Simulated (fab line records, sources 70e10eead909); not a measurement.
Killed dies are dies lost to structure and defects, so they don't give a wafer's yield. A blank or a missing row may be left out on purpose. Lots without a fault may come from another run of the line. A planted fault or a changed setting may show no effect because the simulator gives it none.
Chamber matching | flow nand_harc | NHARC_P_CONTACT_ALD_22 on ald_metal-02: 4 sister chambers
The step deposits TiN, target thk 3 nm, pulse time 1 s, ald cycles 150. 4 wafers are shown with their chamber, then 10 later ones without.

WAFERS WITH THEIR CHAMBER
wafer  | chamber | heater_power_w (W)
L090.2 | 1       | 1231
L090.5 | 0       | 986
L091.1 | 3       | 1364
L091.3 | 2       | 1145

WAFERS WITHOUT THEIR CHAMBER
wafer  | heater_power_w (W)
L091.6 | 1339
L095.1 | 1002
L095.3 | 1138
L095.4 | 1340
L095.2 | 1195
L095.5 | 1223
L095.6 | 1019
L097.2 | 1014
L097.4 | 1176
L097.5 | 1029

WHICH CHAMBER EACH WENT THROUGH
wafer  | from the rows above     | in truth
L091.6 | 3                       | 3
L095.1 | 0                       | 0
L095.3 | 2                       | 2
L095.4 | 3                       | 3
L095.2 | can't be placed: 1 or 2 | 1
L095.5 | 1                       | 1
L095.6 | 0                       | 0
L097.2 | 0                       | 0
L097.4 | can't be placed: 2 or 1 | 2
L097.5 | 0                       | 0
Placed correctly: 8 of 10. Can't be placed from these rows: 2 (the true chamber is among the candidates in 2). Placed wrongly: 0.
How it was worked out, from the rows above alone: a wafer's distance from a chamber is the root of the sum, over the readings, of the square of ((its reading less the chamber's mean) divided by the reading's scatter). The wafer belongs to the nearest chamber; if the next one is less than 2 further off, it can't be placed. A chamber's mean is the mean of its shown wafers. The scatter: with one shown wafer a chamber, the root of the mean of the squares of how far each hidden wafer lies from its nearest shown one.
